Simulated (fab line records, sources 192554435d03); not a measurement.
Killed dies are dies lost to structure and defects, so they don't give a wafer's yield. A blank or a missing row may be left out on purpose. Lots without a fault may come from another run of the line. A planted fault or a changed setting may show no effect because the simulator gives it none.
fab line records | flow n5_finfet
record lots=24 wafers=72 last_day=17
route steps=1938 shown BEOL_M5@1172 BEOL_M6@1215
lots that met no fault: from a run of the same line without faults
start_h: hours from the record's first day to the start of the lot's first wafer shown | wait_h: hours since the lot's step before | " the same as in the row above | L1.1+2: a row that stands for several wafers | - no value, or no start given | * or withheld: withheld | < > ~ a bound
route shown NAME@n: a module of which the file shows steps, and the number in the route of the first | usual: mean/standard deviation of fault-free wafers | same: alike in all rows | chamber/n: place in a boat | sites: the reading at each site | _std_site: their standard deviation | _edge_site: outer sites' mean less inner sites' | radius_mm: how far each site lies from the wafer's centre | mask NAME#n: copy n | behind: the tool/chamber that last shaped the wafer | hold: why the lot was held/for how many hours/how that ended | device: the transistor (n, p or np) that didn't switch | end of line: the same wafers' tests at the end of the route | a step without rows: its recipe alone | killed: dies lost to structure and defects at the first sort, not the wafer's yield | map: a wafer's dies, x killed, . not, _ none there
set.NAME: the setting as run; set.NAME@STEP: as run at that earlier step | model.NAME: the simulator's own value behind a step, which no gauge read
steps of the route over a sample of lots; a table a step, a row a wafer
services: from which hour (start_h, from the record's first day; less than 0 if before it) a tool's chamber was out of use, for how many hours, and why
## steps
# step N5_BEOL_M5_ALD_86
# recipe material=TaN target_thk_a=* temp_c=275 ald_precursor_family=PDMAT ald_co_reactant=NH3 pressure_torr=3 carrier_flow_sccm=1500 pulse_time_s=2 purge_time_s=3 co_reactant_purge_time_s=2 co_reactant_pulse_time_s=3 ald_cycles=30 precursor_vessel_temp_c=75 precursor_vessel_pressure_torr=26.25 precursor_vessel_carrier_sccm=1000
# usual heater_power_w=418/36
# columns lot.wafer tool chamber start_h wait_h heater_power_w
L075.3 ald_metal-04 1 182.01 0.0 436
L075.4 " 0 " " 402
L075.6 " 2 " " 437
L074.1 ald_metal-02 1 182.07 0.0 453
L074.4 " 3 " " 377
L074.5 " 2 " " 411
L077.4 ald_metal-04 0 182.43 0.0 393
L077.5 " 3 " " 398
L077.6 " 0 " " 404
L076.3 ald_metal-02 2 183.17 0.3 411
L076.4 " 3 " " 377
L076.6 " 1 " " 456
L078.2 ald_metal-01 1 197.11 0.0 398
L078.4 " 3 " " 473
L078.5 " 1 " " 395
L079.2 ald_metal-01 3 200.65 0.1 481
L079.3 " 1 " " 387
L079.5 " 1 " " 394
L080.1 ald_metal-02 3 206.30 0.0 374
L080.4 " 0 " " 349
L080.6 " 3 " " 382
L081.1 ald_metal-04 1 211.32 0.0 428
L081.3 " 3 " " 396
L081.6 " 2 " " 433
L082.2 ald_metal-02 0 215.47 0.1 356
L082.3 " 2 " " 411
L082.5 " 1 " " 462
L083.1 ald_metal-02 2 224.62 0.0 408
L083.4 " 1 " " 449
L083.5 " 1 " " 442
L084.2 ald_metal-04 1 235.99 0.0 424
L084.4 " 0 " " 413
L084.6 " 3 " " 391
L085.2 ald_metal-04 3 245.17 0.0 397
L085.3 " 2 " " 441
L085.4 " 0 " " 392
L086.1 ald_metal-02 1 245.69 0.1 450
L086.3 " 2 " " 412
L086.5 " 0 " " 361
L088.1 ald_metal-02 1 251.36 0.0 461
L088.2 " 3 " " 384
L088.5 " 0 " " 374
L087.2 ald_metal-01 3 253.41 0.1 480
L087.4 " 1 " " 387
L087.5 " 0 " " 438
L089.3 ald_metal-04 3 263.41 0.0 394
L089.4 " 1 " " 423
L089.5 " 1 " " 441
L090.3 ald_metal-01 1 271.13 0.0 401
L090.4 " 2 " " 467
L090.5 " 3 " " 464
L091.1 ald_metal-02 2 278.03 0.0 419
L091.2 " 3 " " 368
L091.4 " 0 " " 364
L092.2 ald_metal-02 1 280.70 0.1 451
L092.4 " 2 " " 419
L092.5 " 1 " " 459
L094.1 ald_metal-02 0 292.76 0.0 364
L094.2 " 3 " " 377
L094.3 " 1 " " 454
L093.1 ald_metal-04 0 292.84 0.0 390
L093.4 " 3 " " 381
L093.5 " 2 " " 445
L095.2 ald_metal-01 1 309.25 0.0 407
L095.4 " 0 " " 441
L095.6 " 2 " " 471
L096.3 ald_metal-01 3 314.43 0.0 475
L096.4 " 2 " " 463
L096.5 " 2 " " 478
L097.4 ald_metal-02 1 315.77 0.2 447
L097.5 " 0 " " 368
L097.6 " 3 " " 387
# step N5_BEOL_M5_SPUTTER_81
# recipe material=Cu target_thk_a=150 temp_c=-20 chamber_pressure_pa=0.07 power_w=withheld time_s=27.62
# usual substrate_temp_c=-20.00/0.11 throttle_valve_pct=30.1/0.98
# columns lot.wafer tool chamber start_h wait_h substrate_temp_c throttle_valve_pct
L075.3 pvd_sputter-02 - 183.53 0.5 -20.02 29.8
L075.4 " - " " -19.94 31.2
L075.6 " - " " -19.84 30.0
L074.1 pvd_sputter-03 - 183.68 0.5 -19.79 29.7
L074.4 " - " " -19.92 29.3
L074.5 " - " " -19.68 29.6
L077.4 pvd_sputter-01 - 184.21 0.5 -19.96 31.3
L077.5 " - " " -19.96 29.7
L077.6 " - " " -20.01 29.9
L076.3 pvd_sputter-02 - 188.30 0.5 -20.15 31.3
L076.4 " - " " -20.08 31.3
L076.6 " - " " -19.94 31.3
L078.2 pvd_sputter-01 - 198.64 0.5 -20.17 31.2
L078.4 " - " " -20.04 30.3
L078.5 " - " " -19.97 31.1
L079.2 pvd_sputter-03 - 203.03 0.5 -19.91 30.2
L079.3 " - " " -19.91 28.2
L079.5 " - " " -20.09 29.8
L080.1 pvd_sputter-03 - 207.83 0.5 -19.93 29.2
L080.4 " - " " -20.16 30.2
L080.6 " - " " -20.04 29.3
L081.1 pvd_sputter-02 - 212.89 0.5 -20.02 31.6
L081.3 " - " " -20.15 31.2
L081.6 " - " " -19.95 31.2
L082.2 pvd_sputter-03 - 217.17 0.5 -19.88 29.8
L082.3 " - " " -20.07 29.4
L082.5 " - " " -20.12 30.1
L083.1 pvd_sputter-03 - 226.21 0.5 -19.98 27.8
L083.4 " - " " -20.21 29.4
L083.5 " - " " -19.98 29.5
L084.2 pvd_sputter-03 - 239.22 0.5 -20.12 29.2
L084.4 " - " " -19.95 30.4
L084.6 " - " " -20.20 28.1
L085.2 pvd_sputter-01 - 246.84 0.5 -20.01 30.0
L085.3 " - " " -19.92 29.9
L085.4 " - " " -19.98 31.1
L086.1 pvd_sputter-02 - 249.05 0.5 -19.95 31.2
L086.3 " - " " -20.15 31.2
L086.5 " - " " -19.98 29.8
L088.1 pvd_sputter-01 - 253.04 0.5 -20.14 29.7
L088.2 " - " " -20.17 29.8
L088.5 " - " " -19.82 29.7
L087.2 pvd_sputter-02 - 256.71 0.5 -19.98 30.0
L087.4 " - " " -20.02 31.3
L087.5 " - " " -20.05 31.3
L089.3 pvd_sputter-01 - 264.99 0.5 -20.12 29.5
L089.4 " - " " -20.13 30.1
L089.5 " - " " -20.03 29.9
L090.3 pvd_sputter-02 - 272.73 0.5 -20.09 29.9
L090.4 " - " " -20.18 31.3
L090.5 " - " " -20.09 31.1
L091.1 pvd_sputter-01 - 279.70 0.5 -20.09 29.8
L091.2 " - " " -19.88 31.3
L091.4 " - " " -20.09 30.3
L092.2 pvd_sputter-03 - 282.54 0.5 -19.94 28.3
L092.4 " - " " -19.90 29.3
L092.5 " - " " -20.08 27.9
L094.1 pvd_sputter-03 - 294.37 0.5 -20.06 29.3
L094.2 " - " " -20.14 30.1
L094.3 " - " " -20.03 29.5
L093.1 pvd_sputter-01 - 294.38 0.5 -19.92 29.9
L093.4 " - " " -19.82 30.0
L093.5 " - " " -20.06 30.2
L095.2 pvd_sputter-01 - 310.93 0.5 -20.14 29.7
L095.4 " - " " -19.82 31.2
L095.6 " - " " -20.02 29.7
L096.3 pvd_sputter-01 - 316.12 0.5 -20.01 29.8
L096.4 " - " " -19.70 31.1
L096.5 " - " " -20.06 29.6
L097.4 pvd_sputter-02 - 319.08 0.5 -19.97 29.8
L097.5 " - " " -20.19 31.4
L097.6 " - " " -19.86 29.8
# step N5_BEOL_M5_ANNEAL_84
# recipe temp_c=400 time_s=1800 ambient=vacuum
# usual heater_power_w=911/81
# columns lot.wafer tool chamber start_h wait_h heater_power_w
L075.3 pvd_sputter-02 - 184.70 0.0 871
L075.4 " - " " 937
L075.6 " - " " 883
L074.1 pvd_sputter-03 - 184.85 0.0 873
L074.4 " - " " 870
L074.5 " - " " 875
L077.4 pvd_sputter-01 - 185.38 0.0 823
L077.5 " - " " 1022
L077.6 " - " " 933
L076.3 pvd_sputter-02 - 189.47 0.0 948
L076.4 " - " " 861
L076.6 " - " " 939
L078.2 pvd_sputter-01 - 199.81 0.0 846
L078.4 " - " " 862
L078.5 " - " " 815
L079.2 pvd_sputter-03 - 204.19 0.0 803
L079.3 " - " " 1006
L079.5 " - " " 865
L080.1 pvd_sputter-03 - 209.00 0.0 876
L080.4 " - " " 829
L080.6 " - " " 900
L081.1 pvd_sputter-02 - 214.05 0.0 1097
L081.3 " - " " 868
L081.6 " - " " 857
L082.2 pvd_sputter-03 - 218.33 0.0 873
L082.3 " - " " 879
L082.5 " - " " 819
L083.1 pvd_sputter-03 - 230.26 0.0 1001
L083.4 " - " " 868
L083.5 " - " " 852
L084.2 pvd_sputter-03 - 240.39 0.0 866
L084.4 " - " " 815
L084.6 " - " " 1000
L085.2 pvd_sputter-01 - 248.00 0.0 910
L085.3 " - " " 1030
L085.4 " - " " 835
L086.1 pvd_sputter-02 - 250.21 0.0 869
L086.3 " - " " 944
L086.5 " - " " 862
L088.1 pvd_sputter-01 - 254.21 0.0 925
L088.2 " - " " 996
L088.5 " - " " 858
L087.2 pvd_sputter-02 - 257.88 0.0 876
L087.4 " - " " 837
L087.5 " - " " 927
L089.3 pvd_sputter-01 - 266.16 0.0 1010
L089.4 " - " " 911
L089.5 " - " " 916
L090.3 pvd_sputter-02 - 273.90 0.0 889
L090.4 " - " " 880
L090.5 " - " " 942
L091.1 pvd_sputter-01 - 280.86 0.0 920
L091.2 " - " " 834
L091.4 " - " " 843
L092.2 pvd_sputter-03 - 283.71 0.0 983
L092.4 " - " " 896
L092.5 " - " " 1016
L094.1 pvd_sputter-03 - 295.53 0.0 901
L094.2 " - " " 811
L094.3 " - " " 876
L093.1 pvd_sputter-01 - 295.55 0.0 841
L093.4 " - " " 923
L093.5 " - " " 841
L095.2 pvd_sputter-01 - 312.10 0.0 1002
L095.4 " - " " 828
L095.6 " - " " 914
L096.3 pvd_sputter-01 - 317.29 0.0 1014
L096.4 " - " " 838
L096.5 " - " " 1035
L097.4 pvd_sputter-02 - 320.24 0.0 898
L097.5 " - " " 1087
L097.6 " - " " 893
# step N5_BEOL_M5_RS_MEAS_57
# recipe thk_meas_gauge=four-point-probe reads=Co_of_BEOL_M5_CO_CAP_78+Cu_of_BEOL_M5_ECD_50+Co_of_BEOL_M5_CVD_47+TaN_of_BEOL_M5_ALD_86
# usual M5_RS=0.391/0.012
# columns lot.wafer tool chamber start_h wait_h M5_RS[ohm/sq]
L075.3 film_metro-01 - 187.86 0.1 0.393
L075.4 " - " " 0.392
L075.6 " - " " 0.397
L074.1 film_metro-02 - 188.02 0.0 0.378
L074.4 " - " " 0.382
L074.5 " - " " 0.384
L077.4 film_metro-01 - 188.69 0.0 0.385
L077.5 " - " " 0.385
L077.6 " - " " 0.391
L076.3 film_metro-02 - 192.64 0.1 0.388
L076.4 " - " " 0.380
L076.6 " - " " 0.392
L078.2 film_metro-01 - 203.47 0.1 0.398
L078.4 " - " " 0.385
L078.5 " - " " 0.385
L079.2 film_metro-02 - 207.95 0.1 0.386
L079.3 " - " " 0.387
L079.5 " - " " 0.402
L080.1 film_metro-01 - 212.55 0.1 0.383
L080.4 " - " " 0.393
L080.6 " - " " 0.394
L081.1 film_metro-02 - 217.32 0.1 0.399
L081.3 " - " " 0.409
L081.6 " - " " 0.389
L082.2 film_metro-02 - 221.58 0.1 0.408
L082.3 " - " " 0.405
L082.5 " - " " 0.405
L083.1 film_metro-01 - 233.41 0.0 0.407
L083.4 " - " " 0.411
L083.5 " - " " 0.395
L084.2 film_metro-01 - 243.79 0.1 0.406
L084.4 " - " " 0.412
L084.6 " - " " 0.426
L085.2 film_metro-01 - 251.18 0.1 0.392
L085.3 " - " " 0.403
L085.4 " - " " 0.399
L086.1 film_metro-01 - 253.36 0.0 0.401
L086.3 " - " " 0.390
L086.5 " - " " 0.394
L088.1 film_metro-01 - 257.37 0.0 0.408
L088.2 " - " " 0.389
L088.5 " - " " 0.393
L087.2 film_metro-01 - 261.03 0.1 0.398
L087.4 " - " " 0.384
L087.5 " - " " 0.397
L089.3 film_metro-01 - 269.39 0.1 0.372
L089.4 " - " " 0.383
L089.5 " - " " 0.377
L090.3 film_metro-02 - 281.34 0.1 0.376
L090.4 " - " " 0.385
L090.5 " - " " 0.374
L091.1 film_metro-02 - 284.02 0.0 0.381
L091.2 " - " " 0.392
L091.4 " - " " 0.394
L092.2 film_metro-02 - 286.86 0.1 0.385
L092.4 " - " " 0.406
L092.5 " - " " 0.404
L094.1 film_metro-01 - 298.68 0.0 0.378
L094.2 " - " " 0.380
L094.3 " - " " 0.372
L093.1 film_metro-02 - 298.70 0.0 0.390
L093.4 " - " " 0.381
L093.5 " - " " 0.370
L095.2 film_metro-01 - 315.30 0.1 0.382
L095.4 " - " " 0.377
L095.6 " - " " 0.355
L096.3 film_metro-01 - 320.46 0.1 0.401
L096.4 " - " " 0.404
L096.5 " - " " 0.392
L097.4 film_metro-02 - 323.40 0.0 0.400
L097.5 " - " " 0.410
L097.6 " - " " 0.386
# step N5_BEOL_M6_HM_OPEN_17
# recipe chemistry=Cl2/BCl3 target_depth_a=200 overetch_a=60 target=TiN mask_material=SOC ion_energy_ev=150 pressure_mtorr=10 icp_w=1000 bias_w=126 Cl2_flow_sccm=53.25 bcl3_flow_sccm=21.75 Ar_flow_sccm=25
# usual drypump_motor_current_A=5.7/0.44 oes_product_au=0.72/0.072 throttle_valve_pct=22.03/0.25
# columns lot.wafer tool chamber start_h wait_h drypump_motor_current_A oes_product_au rf_hours_counter_h throttle_valve_pct
L075.3 rie_metal-02 1 192.08 0.1 5.6 0.65 - 22.36
L075.4 " 0 " " 4.9 0.54 - 22.51
L075.6 " 1 " " 5.7 0.65 - 22.36
L074.1 rie_metal-01 1 192.31 0.0 6.0 0.83 0 22.01
L074.4 " 1 " " 6.0 0.83 - 22.03
L074.5 " 0 " " 5.5 0.77 - 21.71
L077.4 rie_metal-03 1 192.41 0.1 5.0 0.67 - 22.16
L077.5 " 0 " " 6.4 0.74 - 21.87
L077.6 " 1 " " 5.1 0.67 - 22.16
L076.3 rie_metal-01 1 195.66 0.1 6.0 0.83 - 22.02
L076.4 " 0 " " 5.5 0.78 - 21.71
L076.6 " 0 " " 5.4 0.78 - 21.71
L078.2 rie_metal-01 1 206.30 0.1 5.9 0.81 - 22.03
L078.4 " 1 " " 5.9 0.81 - 22.01
L078.5 " 1 " " 6.0 0.79 - 22.03
L079.2 rie_metal-01 1 210.62 0.0 5.9 0.79 2 22.03
L079.3 " 1 " " 6.0 0.78 - 22.02
L079.5 " 1 " " 6.0 0.79 - 22.03
L080.1 rie_metal-01 1 216.05 0.0 5.9 0.80 3 22.03
L080.4 " 1 " " 6.0 0.80 - 21.99
L080.6 " 1 " " 6.0 0.80 - 22.00
L081.1 rie_metal-01 0 219.56 0.0 5.5 0.77 7 21.71
L081.3 " 1 " " 5.9 0.79 - 22.01
L081.6 " 1 " " 5.9 0.79 - 22.03
L082.2 rie_metal-02 0 223.85 0.0 4.9 0.53 123 22.51
L082.3 " 0 " " 4.9 0.54 - 22.50
L082.5 " 0 " " 4.9 0.54 - 22.51
L083.1 rie_metal-02 0 236.02 0.0 4.9 0.53 125 22.51
L083.4 " 1 " " 5.7 0.65 - 22.38
L083.5 " 1 " " 5.7 0.65 - 22.37
L084.2 rie_metal-01 0 245.80 0.0 5.5 0.76 9 21.72
L084.4 " 1 " " 6.0 0.78 - 22.02
L084.6 " 0 " " 5.5 0.76 - 21.72
L085.2 rie_metal-02 1 253.76 0.1 5.7 0.64 - 22.37
L085.3 " 1 " " 5.7 0.64 - 22.36
L085.4 " 1 " " 5.7 0.65 - 22.37
L086.1 rie_metal-03 1 257.78 0.0 5.1 0.65 48 22.19
L086.3 " 0 " " 6.5 0.70 - 21.90
L086.5 " 1 " " 5.1 0.65 - 22.20
L088.1 rie_metal-03 0 260.94 0.0 6.4 0.72 21 21.91
L088.2 " 1 " " 5.0 0.65 49 22.19
L088.5 " 0 " " 6.4 0.71 - 21.89
L087.2 rie_metal-01 0 263.39 0.0 5.5 0.76 11 21.72
L087.4 " 0 " " 5.5 0.74 - 21.72
L087.5 " 1 " " 6.0 0.77 - 22.06
L089.3 rie_metal-03 0 271.73 0.1 6.5 0.71 - 21.91
L089.4 " 1 " " 5.0 0.65 - 22.20
L089.5 " 1 " " 5.0 0.65 - 22.20
L090.3 rie_metal-01 1 283.88 0.1 6.0 0.76 - 22.01
L090.4 " 0 " " 5.5 0.75 - 21.73
L090.5 " 0 " " 5.5 0.74 - 21.73
L091.1 rie_metal-01 0 286.91 0.0 5.4 0.74 13 21.72
L091.2 " 1 " " 6.0 0.76 9 22.03
L091.4 " 0 " " 5.5 0.74 - 21.73
L092.2 rie_metal-01 1 289.44 0.0 6.0 0.75 10 22.06
L092.4 " 1 " " 6.0 0.74 - 22.07
L092.5 " 1 " " 6.0 0.75 - 22.06
L094.1 rie_metal-01 1 302.17 0.0 6.0 0.74 11 22.05
L094.2 " 0 " " 5.5 0.72 15 21.73
L094.3 " 0 " " 5.5 0.73 - 21.73
L093.1 rie_metal-03 1 302.23 0.0 5.0 0.65 53 22.21
L093.4 " 0 " " 6.5 0.70 - 21.89
L093.5 " 0 " " 6.5 0.70 - 21.90
L095.2 rie_metal-02 0 319.95 0.0 4.9 0.78 6 22.26
L095.4 " 1 " " 5.7 0.63 - 22.39
L095.6 " 0 " " 4.9 0.79 - 22.27
L096.3 rie_metal-01 0 323.49 0.1 5.5 0.72 - 21.73
L096.4 " 1 " " 6.0 0.73 - 22.05
L096.5 " 0 " " 5.5 0.71 - 21.74
L097.4 rie_metal-01 0 325.85 0.1 5.4 0.72 - 21.75
L097.5 " 0 " " 5.5 0.72 - 21.75
L097.6 " 1 " " 6.0 0.73 - 22.04
# step N5_BEOL_M6_ETCH_72
# recipe chemistry=N2/H2 target=underlayer target_depth_a=65 mask_material=CAR-EUV time_s=5.2 ion_energy_ev=200 pressure_mtorr=30 source_w=840 bias_w=150 n2_flow_sccm=200 h2_flow_sccm=200 ends=cleared
# usual drypump_motor_current_A=5.7/0.46 etch_rf_on_time_s=5.15/0.099 oes_product_au=0.69/0.061 rf_vpp_V=524.1/2.9 showerhead_plenum_p_Torr=2.55/0.097 throttle_valve_pct=17.79/0.24
# columns lot.wafer tool chamber start_h wait_h drypump_motor_current_A etch_rf_on_time_s oes_product_au rf_hours_counter_h rf_vpp_V showerhead_plenum_p_Torr throttle_valve_pct
L077.4 rie_diel-04 3 194.28 0.0 5.0 5.08 0.72 - 523.9 2.58 17.87
L077.5 " 0 " " 5.0 5.32 0.60 - 520.5 2.41 17.99
L077.6 " 2 " " 6.0 5.12 0.75 - 521.6 2.59 17.47
L075.3 rie_diel-02 2 194.62 0.0 5.6 5.02 0.78 45 528.4 2.69 17.87
L075.4 " 3 " " 5.4 5.08 0.70 77 523.4 2.58 17.88
L075.6 " 3 " " 5.4 5.08 0.70 - 523.9 2.58 17.88
L074.1 rie_diel-05 2 194.66 0.0 5.8 5.15 0.81 3 521.8 2.50 17.55
L074.4 " 1 " " 6.0 5.20 0.70 73 524.0 2.57 17.46
L074.5 " 3 " " 5.6 5.20 0.74 - 520.9 2.49 18.08
L076.3 rie_diel-02 3 196.29 0.0 5.3 5.08 0.69 78 524.1 2.58 17.87
L076.4 " 0 " " 6.8 5.33 0.59 246 516.7 2.40 17.56
L076.6 " 2 " " 5.6 5.03 0.76 - 527.3 2.69 17.89
L078.2 rie_diel-04 0 208.90 0.0 5.0 5.29 0.60 228 519.6 2.41 17.96
L078.4 " 1 " " 5.8 5.21 0.69 87 521.1 2.47 18.00
L078.5 " 1 " " 5.9 5.17 0.70 - 520.9 2.47 18.01
L079.2 rie_diel-04 3 215.01 0.0 5.0 5.04 0.71 76 521.5 2.58 17.85
L079.3 " 2 " " 6.0 5.07 0.74 56 525.7 2.58 17.46
L079.5 " 1 " " 5.9 5.25 0.69 - 524.6 2.47 18.01
L080.1 rie_diel-05 0 218.01 0.0 5.7 5.37 0.65 142 527.1 2.65 17.88
L080.4 " 3 " " 5.6 5.27 0.73 45 523.5 2.49 18.08
L080.6 " 0 " " 5.7 5.39 0.65 - 526.0 2.65 17.87
L081.1 rie_diel-04 0 220.22 0.0 5.0 5.34 0.60 232 521.2 2.41 17.97
L081.3 " 1 " " 5.8 5.24 0.69 91 520.4 2.47 18.00
L081.6 " 3 " " 5.0 5.05 0.71 - 522.4 2.57 17.86
L082.2 rie_diel-02 3 224.65 0.0 5.3 5.09 0.69 89 524.1 2.57 17.88
L082.3 " 2 " " 5.6 5.02 0.75 57 528.2 2.69 17.87
L082.5 " 1 " " 5.9 5.09 0.61 - 521.1 2.40 17.85
L083.1 rie_diel-02 2 238.47 0.0 5.6 5.06 0.74 64 526.9 2.68 17.90
L083.4 " 1 " " 6.0 5.15 0.61 214 519.2 2.40 17.85
L083.5 " 0 " " 6.8 5.15 0.85 - 529.0 2.72 17.19
L084.2 rie_diel-05 3 249.85 0.0 5.7 5.14 0.71 56 519.9 2.48 18.12
L084.4 " 1 " " 5.9 5.22 0.69 91 522.0 2.56 17.47
L084.6 " 2 " " 5.8 5.13 0.77 - 521.8 2.50 17.55
L085.2 rie_diel-05 1 255.98 0.0 5.9 5.25 0.68 93 526.0 2.56 17.46
L085.3 " 2 " " 5.8 5.12 0.76 25 522.4 2.49 17.58
L085.4 " 0 " " 5.7 5.26 0.65 153 530.1 2.65 17.89
L086.1 rie_diel-02 1 260.60 0.0 5.9 5.09 0.60 223 520.3 2.40 17.85
L086.3 " 2 " " 5.6 5.06 0.73 72 527.2 2.68 17.93
L086.5 " 3 " " 5.3 5.17 0.66 - 525.0 2.57 17.89
L088.1 rie_diel-04 0 261.73 0.0 5.0 5.32 0.58 246 519.4 2.40 18.01
L088.2 " 1 " " 5.9 5.22 0.67 107 519.2 2.47 18.03
L088.5 " 3 " " 5.0 5.06 0.70 - 523.6 2.57 17.90
L087.2 rie_diel-02 0 266.09 0.0 6.8 5.17 0.79 11 528.9 2.71 17.21
L087.4 " 1 " " 6.0 5.06 0.59 225 523.7 2.39 17.87
L087.5 " 1 " " 6.0 5.10 0.60 - 521.8 2.39 17.85
L089.3 rie_diel-02 2 274.48 0.0 5.6 5.10 0.73 77 526.7 2.68 17.92
L089.4 " 0 " " 6.8 5.16 0.78 15 528.8 2.71 17.21
L089.5 " 0 " " 6.8 5.17 0.78 - 528.5 2.71 17.22
L090.3 rie_diel-04 1 285.98 0.0 5.9 5.21 0.66 117 519.4 2.46 18.05
L090.4 " 2 " " 6.0 5.02 0.72 - 524.8 2.57 17.54
L090.5 " 3 " " 5.0 5.05 0.70 - 526.4 2.57 17.92
L091.1 rie_diel-04 3 288.13 0.0 5.0 5.01 0.71 99 525.2 2.57 17.91
L091.2 " 2 " " 6.0 5.05 0.72 83 525.0 2.57 17.53
L091.4 " 3 " " 5.0 5.00 0.70 - 526.2 2.57 17.91
L092.2 rie_diel-04 3 291.61 0.0 5.0 5.09 0.69 101 524.0 2.56 17.94
L092.4 " 0 " " 5.0 5.19 0.85 0 529.3 2.72 17.58
L092.5 " 2 " " 6.0 5.13 0.73 - 525.8 2.57 17.53
L093.1 rie_diel-05 3 303.13 0.0 5.7 5.24 0.69 76 523.4 2.47 18.16
L093.4 " 2 " " 5.8 5.22 0.73 43 522.7 2.49 17.61
L093.5 " 0 " " 5.7 5.38 0.62 - 525.7 2.64 17.93
L094.1 rie_diel-04 3 305.03 0.0 5.0 5.08 0.68 105 525.2 2.56 17.91
L094.2 " 2 " " 6.0 5.10 0.70 90 525.6 2.57 17.53
L094.3 " 0 " " 5.0 5.20 0.80 5 528.8 2.72 17.57
L095.2 rie_diel-02 0 322.44 0.0 6.8 5.16 0.75 32 528.2 2.70 17.26
L095.4 " 3 " " 5.3 5.14 0.66 125 524.8 2.56 17.96
L095.6 " 3 " " 5.3 5.10 0.65 - 527.0 2.56 17.95
L096.3 rie_diel-05 0 324.10 0.0 5.7 5.29 0.63 180 524.9 2.63 17.93
L096.4 " 2 " " 5.8 5.12 0.74 49 520.5 2.49 17.62
L096.5 " 1 " " 5.9 5.16 0.66 - 524.4 2.55 17.51
L097.4 rie_diel-04 2 329.11 0.0 6.0 4.99 0.70 99 524.2 2.56 17.56
L097.5 " 0 " " 5.0 5.12 0.79 - 529.0 2.72 17.60
L097.6 " 1 " " 5.8 5.12 0.65 - 520.2 2.46 18.06
## services
# columns tool chamber start_h hours kind
rie_metal-01 1 163.47 - clean
rie_metal-01 1 163.47 19.8 scheduled_down
rie_metal-01 1 163.47 19.8 vent_cycle
rie_diel-04 0 167.44 22.2 repair
rie_diel-04 - 173.55 2.8 pm
rie_diel-02 - 192.50 0.7 repair
rie_diel-04 1 193.71 6.3 repair
rie_diel-02 0 201.88 9.7 repair
rie_diel-04 0 233.87 4.2 repair
rie_metal-01 - 234.41 2.8 pm
ald_metal-02 - 238.18 0.3 repair
rie_diel-04 2 248.81 4.0 repair
ald_metal-04 - 261.88 1.0 repair
rie_diel-04 0 271.54 - clean
rie_diel-04 0 271.54 - consumable_replace:focus_ring
rie_diel-04 0 271.54 - consumable_replace:showerhead
rie_diel-04 0 271.54 20.0 scheduled_down
rie_diel-04 0 271.54 20.0 vent_cycle
ald_metal-04 - 283.60 0.4 repair
ald_metal-01 - 285.52 6.0 pm
rie_diel-04 1 302.10 15.4 repair
rie_metal-03 1 313.55 10.1 repair
rie_metal-03 - 319.32 1.1 repair
ald_metal-04 - 319.65 14.6 pm
## key
fault none
